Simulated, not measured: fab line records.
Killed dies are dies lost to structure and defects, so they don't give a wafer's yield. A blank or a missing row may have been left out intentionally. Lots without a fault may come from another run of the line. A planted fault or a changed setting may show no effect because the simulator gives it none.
fab line records ; flow n5_finfet
record: lots: 10; wafers: 26; last_day: 18
route steps=1938 shown HKMG_FIN@431 GATE_CUT@466 BEOL_M4@1111 PASSIVATION@1936
lots untouched by any fault: they come from a run of this same line in which no faults occurred
start_h: hours from the record's first day to the start of the lot's first wafer shown ; wait_h: hours elapsed since this lot's preceding step ; " repeats the value in the row above ; L1.1+2: several wafers, shown together as one row ; - either no value or no given start ; * or withheld: withheld ; < > ~ a bound
route shown NAME@n: a module of which the file shows steps, and the number in the route of the first ; usual: mean/standard deviation taken from wafers without a fault ; same: alike in all rows ; chamber/n: place in a boat ; sites: each site's reading ; _std_site: the standard deviation of these ; _edge_site: mean of outer sites minus mean of inner sites ; radius_mm: how far each site lies from the wafer's centre ; mask NAME#n: copy n ; behind: tool/chamber where the wafer was last shaped ; hold: what put the lot on hold/how long, in hours/how the hold closed ; device: the n, p or np transistor that did not switch ; end of line: the tests these same wafers got at the end of their route ; for a step that has no rows: nothing shown but its recipe ; killed: not the wafer's yield, but the dies lost to structure and defects at the first sort ; map: a wafer's dies, marking killed ones x, the rest . and places with no die _
set.NAME: the run value of the setting; set.NAME@STEP: its run value at that earlier step ; model.NAME: the simulator's own value behind a step, which no gauge read
a sample of lots followed through the steps of the route, with each step as a table and each wafer as a row
services: the hour from which a tool's chamber was out of use, counted from the record's first day as start_h (under 0 if before that day), plus the number of hours and why
== steps ==
step: N5_HKMG_FIN_OVL_MEAS_13
recipe: points_per_wafer: 44
usual: NWFM_OVL: -0.2/0.7
same: points_per_wafer: 44
lot.wafer;tool;chamber;start_h;wait_h;NWFM_OVL[nm]
L678.4;overlay-01;0;75.36;0.0;-0.3
L678.6;overlay-01;0;75.36;0.0;-0.6
L680.2;overlay-02;0;89.16;0.0;-0.7
L680.3;overlay-02;0;89.16;0.0;-0.5
L682.1;overlay-01;0;98.05;0.0;-0.2
L682.4;overlay-01;0;98.05;0.0;-0.2
L682.5;overlay-01;0;98.05;0.0;-0.8
L683.3;overlay-02;0;105.01;0.0;-0.8
L683.4;overlay-02;0;105.01;0.0;0.3
L683.6;overlay-02;0;105.01;0.0;-0.8
L687.4;overlay-01;0;129.01;0.0;0.0
L687.5;overlay-01;0;129.01;0.0;-0.2
L687.6;overlay-01;0;129.01;0.0;-0.1
L689.1;overlay-01;0;138.82;0.0;0.1
L689.2;overlay-01;0;138.82;0.0;0.0
L689.6;overlay-01;0;138.82;0.0;0.9
L690.2;overlay-01;0;148.61;0.0;-1.3
L690.5;overlay-01;0;148.61;0.0;-0.2
L690.6;overlay-01;0;148.61;0.0;-1.5
L697.1;overlay-02;0;191.83;0.0;-0.8
L697.6;overlay-02;0;191.83;0.0;-0.4
L699.2;overlay-02;0;199.92;0.0;-0.9
L699.4;overlay-02;0;199.92;0.0;-0.1
L700.4;overlay-02;0;211.49;0.0;0.4
L700.5;overlay-02;0;211.49;0.0;1.5
L700.6;overlay-02;0;211.49;0.0;0.9
step: N5_HKMG_FIN_ETCH_31
recipe: chemistry: CF4; target: SiARC; target_depth_a: 455; mask_material: CAR-ArF; time_s: 75.8; ion_energy_ev: 80; pressure_mtorr: 40; source_w: 545; bias_w: 36; Ar_flow_sccm: 100; cf4_flow_sccm: 100; ends: cleared
usual: drypump_motor_current_A: 5.8/0.42; etch_rf_on_time_s: 75.6/2.3; oes_product_au: 0.67/0.091; rf_vpp_V: 184.3/1.2; showerhead_plenum_p_Torr: 2.17/0.058; throttle_valve_pct: 15.62/0.25
lot.wafer;tool;chamber;start_h;wait_h;drypump_motor_current_A;etch_rf_on_time_s;oes_product_au;rf_hours_counter_h;rf_vpp_V;showerhead_plenum_p_Torr;throttle_valve_pct
L678.4;rie_diel-05;0;75.45;0.0;5.3;81.5;0.56;234;182.3;2.11;15.76
L678.6;rie_diel-05;2;75.45;0.0;5.7;74.7;0.69;-;185.1;2.26;15.59
L680.2;rie_diel-04;2;89.25;0.0;5.9;74.8;0.73;79;185.0;2.26;15.65
L680.3;rie_diel-04;3;89.25;0.0;5.4;72.4;0.64;200;183.3;2.13;15.88
L682.1;rie_diel-05;3;98.26;0.0;6.1;74.8;0.61;202;182.3;2.12;15.80
L682.4;rie_diel-05;1;98.26;0.0;6.1;73.9;0.82;8;184.7;2.20;15.20
L682.5;rie_diel-05;0;98.26;0.0;5.3;80.3;0.56;-;184.0;2.11;15.79
L683.3;rie_diel-05;2;105.10;0.0;5.7;74.5;0.69;95;185.0;2.25;15.59
L683.4;rie_diel-05;0;105.10;0.0;5.3;79.8;0.56;-;183.3;2.11;15.80
L683.6;rie_diel-05;3;105.10;0.0;6.1;75.5;0.61;-;183.0;2.12;15.79
L687.4;rie_diel-05;3;129.52;0.0;6.1;76.4;0.60;-;184.0;2.12;15.81
L687.5;rie_diel-05;2;129.52;0.0;5.7;74.2;0.67;-;185.0;2.25;15.62
L687.6;rie_diel-05;1;129.52;0.0;6.1;73.5;0.79;-;185.1;2.19;15.25
L689.1;rie_diel-06;0;138.92;0.0;5.3;78.7;0.59;194;183.6;2.06;15.81
L689.2;rie_diel-06;1;138.92;0.0;6.5;72.1;0.62;241;184.7;2.21;15.71
L689.6;rie_diel-06;3;138.92;0.0;5.7;74.2;0.80;-;184.8;2.19;15.25
L690.2;rie_diel-04;0;148.70;0.0;5.3;76.6;0.59;233;185.3;2.20;15.95
L690.5;rie_diel-04;2;148.70;0.0;5.8;76.7;0.70;-;184.8;2.25;15.69
L690.6;rie_diel-04;1;148.70;0.0;5.4;76.3;0.61;-;185.2;2.20;15.72
L697.1;rie_diel-06;1;192.05;0.0;6.5;71.2;0.85;5;184.2;2.21;15.27
L697.6;rie_diel-06;2;192.05;0.0;6.4;76.0;0.80;-;184.9;2.17;15.26
L699.2;rie_diel-06;0;200.02;0.0;5.3;78.2;0.57;217;182.7;2.06;15.85
L699.4;rie_diel-06;2;200.02;0.0;6.4;76.2;0.79;21;184.1;2.17;15.29
L700.4;rie_diel-04;0;211.58;0.0;5.3;73.7;0.86;0;184.5;2.19;15.46
L700.5;rie_diel-04;1;211.58;0.0;5.4;75.9;0.60;-;185.0;2.19;15.80
L700.6;rie_diel-04;2;211.58;0.0;5.9;75.3;0.69;-;184.6;2.25;15.74
step: N5_GATE_CUT_ETCH_56
recipe: chemistry: Cl2/Ar; target: TiN; target_depth_a: 216; pressure_mtorr: 10; icp_w: 600; bias_w: 60; Cl2_flow_sccm: 40; Ar_flow_sccm: 60
usual: drypump_motor_current_A: 5.61/0.25; mfc_cl2_sccm: 39.99/0.13; oes_ar_750_au: 0.78/0.14; oes_product_au: 0.78/0.14; throttle_valve_pct: 21.20/0.19
lot.wafer;tool;chamber;start_h;wait_h;drypump_motor_current_A;mfc_cl2_sccm;oes_ar_750_au;oes_product_au;rf_hours_counter_h;throttle_valve_pct
L678.4;rie_metal-01;0;80.16;0.1;5.39;40.10;0.91;0.93;-;21.10
L678.6;rie_metal-01;0;80.16;0.1;5.39;39.99;0.91;0.93;-;21.08
L680.2;rie_metal-03;1;93.82;0.1;5.45;40.24;0.76;0.75;36;20.97
L680.3;rie_metal-03;0;93.82;0.1;5.98;39.75;0.62;0.62;-;21.36
L682.1;rie_metal-02;0;102.85;0.1;5.27;39.95;0.62;0.62;116;21.19
L682.4;rie_metal-02;1;102.85;0.1;5.84;39.92;0.58;0.58;-;21.11
L682.5;rie_metal-02;0;102.85;0.1;5.27;40.01;0.62;0.61;-;21.20
L683.3;rie_metal-01;0;109.85;0.1;5.40;40.00;0.90;0.92;-;21.10
L683.4;rie_metal-01;1;109.85;0.1;5.83;40.20;0.61;0.60;-;21.55
L683.6;rie_metal-01;1;109.85;0.1;5.90;40.04;0.60;0.60;-;21.53
L687.4;rie_metal-01;0;134.26;0.1;5.37;47.58;0.79;0.91;-;22.04
L687.5;rie_metal-01;1;134.26;0.1;5.86;47.67;0.92;1.01;-;22.35
L687.6;rie_metal-01;0;134.26;0.1;5.39;47.58;0.79;0.91;-;22.01
L689.1;rie_metal-01;1;143.60;0.1;5.86;47.72;0.91;1.00;2;22.35
L689.2;rie_metal-01;0;143.60;0.1;5.40;47.45;0.78;0.89;10;22.04
L689.6;rie_metal-01;1;143.60;0.1;5.84;47.70;0.90;0.99;-;22.35
L690.2;rie_metal-01;0;153.26;0.1;5.40;47.54;0.78;0.90;11;22.03
L690.5;rie_metal-01;0;153.26;0.1;5.40;47.63;0.78;0.89;-;22.06
L690.6;rie_metal-01;1;153.26;0.1;5.85;47.59;0.90;0.98;-;22.34
L697.1;rie_metal-03;1;196.82;0.2;5.49;40.16;0.73;0.74;46;20.98
L697.6;rie_metal-03;1;196.82;0.2;5.47;39.85;0.74;0.74;-;20.97
L699.2;rie_metal-01;1;204.68;0.1;5.85;39.97;0.96;0.95;6;21.44
L699.4;rie_metal-01;1;204.68;0.1;5.85;39.94;0.96;0.95;-;21.41
L700.4;rie_metal-01;1;216.15;0.1;5.87;40.01;0.96;0.94;-;21.43
L700.5;rie_metal-01;0;216.15;0.1;5.39;39.67;0.84;0.87;-;21.13
L700.6;rie_metal-01;1;216.15;0.1;5.88;39.95;0.96;0.93;-;21.43
step: N5_GATE_CUT_ETCH_58
recipe: chemistry: CH3F/O2; target: SiNx; target_depth_a: 170; time_s: 128.6; ion_energy_ev: 50; pressure_mtorr: 30; source_w: 415; bias_w: 21; Ar_flow_sccm: 150; CH3F_flow_sccm: 30; O2_flow_sccm: 20
usual: drypump_motor_current_A: 6.0/0.38; oes_product_au: 0.77/0.09; rf_vpp_V: 99.1/0.85; showerhead_plenum_p_Torr: 1.99/0.06; throttle_valve_pct: 16.31/0.22
lot.wafer;tool;chamber;start_h;wait_h;drypump_motor_current_A;oes_product_au;rf_hours_counter_h;rf_vpp_V;showerhead_plenum_p_Torr;throttle_valve_pct
L678.4;rie_diel-03;1;80.30;0.0;5.9;0.68;232;98.6;1.97;16.45
L678.6;rie_diel-03;3;80.30;0.0;6.4;0.72;-;98.4;2.06;16.29
L680.2;rie_diel-02;0;94.19;0.2;6.6;0.94;24;98.0;2.05;15.91
L680.3;rie_diel-02;2;94.19;0.2;5.7;0.70;218;98.7;1.89;16.66
L682.1;rie_diel-03;2;103.02;0.0;6.6;0.74;191;98.6;1.96;16.19
L682.4;rie_diel-03;1;103.02;0.0;5.8;0.68;238;96.9;1.96;16.48
L682.5;rie_diel-03;3;103.02;0.0;6.4;0.72;-;100.2;2.06;16.30
L683.3;rie_diel-02;0;109.99;0.0;6.7;0.92;29;99.3;2.05;15.90
L683.4;rie_diel-02;2;109.99;0.0;5.7;0.69;223;98.1;1.88;16.64
L683.6;rie_diel-02;2;109.99;0.0;5.7;0.69;-;99.0;1.88;16.66
L687.4;rie_diel-02;3;134.40;0.0;5.8;0.76;169;99.3;1.90;16.07
L687.5;rie_diel-02;3;134.40;0.0;5.9;0.76;-;98.9;1.90;16.07
L687.6;rie_diel-02;2;134.40;0.0;5.7;0.69;-;97.8;1.88;16.66
L689.1;rie_diel-03;0;143.81;0.1;5.3;0.81;98;97.3;2.01;16.14
L689.2;rie_diel-03;2;143.81;0.1;6.6;0.73;204;99.3;1.96;16.22
L689.6;rie_diel-03;0;143.81;0.1;5.2;0.81;-;98.8;2.01;16.15
L690.2;rie_diel-01;1;153.45;0.1;6.1;0.92;21;98.9;1.96;16.27
L690.5;rie_diel-01;3;153.45;0.1;5.9;0.70;-;97.9;1.99;16.41
L690.6;rie_diel-01;1;153.45;0.1;6.1;0.91;-;98.2;1.96;16.26
L697.1;rie_diel-03;2;197.14;0.1;6.5;0.72;224;99.6;1.95;16.28
L697.6;rie_diel-03;1;197.14;0.1;5.9;0.95;-;99.5;1.96;16.05
L699.2;rie_diel-01;2;204.91;0.1;6.0;0.73;171;98.9;2.07;16.48
L699.4;rie_diel-01;0;204.91;0.1;6.2;0.93;-;101.0;2.05;16.04
L700.4;rie_diel-01;3;216.30;0.0;5.9;0.69;213;98.4;1.98;16.45
L700.5;rie_diel-01;3;216.30;0.0;5.9;0.70;-;99.3;1.98;16.45
L700.6;rie_diel-01;0;216.30;0.0;6.2;0.92;-;99.5;2.05;16.05
step: N5_BEOL_M4_RC_MEAS_101
usual: DIBL_N: 36.1/2; DIBL_P: 36.3/2.5; IOFF_N: 0.16/0.037; IOFF_P: 0.21/0.039; ION_N: 678/15; ION_P: 465/8.7; SS_N: 71.4/0.7; SS_P: 73.3/0.74; VT_N: 249/3.6; VT_P: -250.0/2.9
lot.wafer;tool;chamber;start_h;wait_h;DIBL_N[mV/V];DIBL_P[mV/V];IOFF_N[nA/um];IOFF_P[nA/um];ION_N[uA/um];ION_P[uA/um];SS_N[mV/dec];SS_P[mV/dec];VT_N[mV];VT_P[mV]
L678.4;prober-01;0;162.15;0.5;35.5;36.4;0.16;0.26;669;475;72.2;73.6;251;-243.3
L678.6;prober-01;0;162.15;0.5;33.2;33.5;0.11;0.20;649;462;71.1;72.7;257;-247.6
L680.2;prober-01;0;191.52;0.2;35.7;35.4;0.14;0.17;675;457;70.6;73.0;254;-255.2
L680.3;prober-01;0;191.52;0.2;37.6;37.8;0.18;0.22;674;460;72.1;74.7;249;-249.7
L682.1;prober-01;0;195.83;0.0;37.2;35.6;0.17;0.23;688;472;71.7;74.1;249;-251.1
L682.4;prober-01;0;195.83;0.0;39.2;36.4;0.20;0.25;681;459;72.3;73.8;247;-249.6
L682.5;prober-01;0;195.83;0.0;38.7;36.8;0.18;0.26;688;473;72.6;73.2;249;-251.2
L683.3;prober-02;0;198.11;0.3;36.2;37.4;0.16;0.21;679;463;71.7;73.2;249;-253.5
L683.4;prober-02;0;198.11;0.3;34.6;35.8;0.13;0.18;671;466;71.1;72.5;256;-253.8
L683.6;prober-02;0;198.11;0.3;37.3;39.0;0.19;0.23;688;467;72.2;74.0;250;-251.7
L687.4;prober-01;0;234.14;0.5;37.9;37.3;0.18;0.23;687;468;72.1;73.5;250;-248.5
L687.5;prober-01;0;234.14;0.5;33.9;33.0;0.12;0.17;663;464;71.1;72.9;255;-251.0
L687.6;prober-01;0;234.14;0.5;37.4;38.3;0.17;0.26;678;469;71.9;74.4;249;-245.3
L689.1;prober-01;0;255.86;0.0;34.2;32.9;0.12;0.19;666;463;70.9;72.2;253;-250.1
L689.2;prober-01;0;255.86;0.0;35.7;34.2;0.14;0.20;675;466;71.2;73.9;252;-249.2
L689.6;prober-01;0;255.86;0.0;39.3;38.5;0.20;0.28;667;456;73.3;73.9;247;-248.1
L690.2;prober-02;0;256.44;0.2;38.8;41.2;0.25;0.32;705;485;72.3;73.9;243;-243.5
L690.5;prober-02;0;256.44;0.2;33.9;34.1;0.13;0.19;680;468;70.7;72.6;249;-252.0
L690.6;prober-02;0;256.44;0.2;38.7;39.1;0.23;0.27;697;474;72.0;73.4;244;-249.4
L699.2;prober-02;0;306.21;0.2;38.5;39.9;0.21;0.22;685;455;72.0;74.3;248;-252.6
L699.4;prober-02;0;306.21;0.2;35.2;34.9;0.15;0.16;671;451;70.6;72.9;252;-256.1
L697.1;prober-02;0;308.27;0.0;34.5;35.3;0.15;0.20;690;476;71.0;72.5;249;-250.5
L697.6;prober-02;0;308.27;0.0;34.3;35.2;0.13;0.19;660;453;70.8;72.5;252;-249.1
L700.4;prober-01;0;325.44;0.5;39.8;41.0;0.25;0.31;702;476;72.3;74.4;242;-245.9
L700.5;prober-01;0;325.44;0.5;36.3;37.9;0.17;0.25;687;474;71.1;74.2;246;-244.9
L700.6;prober-01;0;325.44;0.5;37.8;38.1;0.21;0.24;689;460;72.4;74.1;244;-248.1
step: N5_PASSIVATION_PROBE_49
usual: defect_limited_yield: 91.1/1.3; killed_at_M0_to_M3: 32/9.7; killed_at_M4_up: 16/6; killed_at_contacts: 12/5.9; killed_at_front_end: 41/11; killed_at_other: 4/3.1; killed_dies: 104/16; killed_on_rim: 14/4; killed_open: 68/12; killed_short: 34/7.4; sort_bin_5_function: 5.1/0.85; sort_bin_6_memory: 3.3/0.66; sort_bin_8_speed: 0.1/0.53; sort_n_pass: 1075/16; sort_yield_pct: 91.1/1.4
same: gross_dies: 1180; killed_at_back_side: 0; sort_bin_4_leakage[%]: 0
lot.wafer;tool;chamber;start_h;wait_h;defect_limited_yield[%];killed_at_M0_to_M3;killed_at_M4_up;killed_at_contacts;killed_at_front_end;killed_at_other;killed_dies;killed_on_rim;killed_open;killed_short;sort_bin_5_function[%];sort_bin_6_memory[%];sort_bin_8_speed[%];sort_n_pass;sort_yield_pct[%]
L687.4;prober-02;-;343.40;0.2;87.1;42;19;18;64;9;152;35;92;48;7.1;4.3;0;1028;87.1
killed by level:class
L687.4 STI_FIN_REVEAL:geometric_particle:open=20 MOL_CONTACT_COAG:geometric_particle:open=17 BEOL_M0_SAQP:geometric_particle:short=13 HKMG_FIN:area_etch=11 BEOL_M0_SAQP:geometric_particle:open=9 BEOL_M4:geometric_particle:open=9 FIN_SAQP:geometric_particle:short=8 BEOL_M2:geometric_particle:open=8
== services ==
tool;chamber;start_h;hours;kind
rie_diel-02;-;53.57;1.2;repair
rie_metal-02;0;55.83;15.4;repair
rie_diel-06;3;59.63;11.1;repair
rie_metal-02;1;61.91;23.1;repair
rie_diel-04;1;64.66;7.4;repair
rie_diel-06;0;80.80;5.8;repair
rie_diel-05;1;102.88;4.1;repair
rie_metal-01;1;111.38;-;clean
rie_metal-01;1;111.38;16.4;scheduled_down
rie_metal-01;1;111.38;16.4;vent_cycle
rie_diel-02;2;114.71;9.7;repair
rie_metal-03;-;119.00;2.8;pm
rie_diel-05;0;124.16;-;clean
rie_diel-05;0;124.16;-;consumable_replace:focus_ring
rie_diel-05;0;124.16;14.1;scheduled_down
rie_metal-01;-;158.39;2.1;repair
rie_diel-02;3;159.82;13.2;repair
rie_diel-05;0;167.07;5.0;repair
rie_diel-04;2;175.54;3.6;repair
rie_diel-05;1;183.42;12.0;repair
rie_diel-01;-;185.38;2.8;pm
rie_metal-03;0;188.68;12.9;repair
rie_diel-01;1;203.57;9.8;repair
rie_diel-05;-;205.16;0.7;repair
== key ==
first_sign: step: N5_GATE_CUT_ETCH_56; reading: mfc_cl2_sccm; direction: up; sigmas: 59; usual: 39.99; struck: 47.61
effect: step: N5_GATE_CUT_ETCH_56; reading: throttle_valve_pct; direction: up; sigmas: 5.2; usual: *; struck: *
met_at N5_GATE_CUT_ETCH_56
struck_lots L687,L689,L690
baseline_loss: step: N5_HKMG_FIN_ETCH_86; wafers: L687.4
not_acting_at N5_HKMG_FIN_OVL_MEAS_13,N5_HKMG_FIN_ETCH_31,N5_GATE_CUT_ETCH_58
onset_between 109.85 134.26
fault: kind: process_parameter_drift; tool: rie_metal-01; chamber: -; onset_h: 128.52; steps: N5_GATE_CUT_ETCH_56; channel: Cl2_flow_sccm; offset: 7.607; shape: step; end_h: 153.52; acts_in: these_recipes_only; stated: 40
baseline_loss: these wafers lose ten dies or more at that step, a loss of the line's own and not of a fault; the sort's usual values leave them out
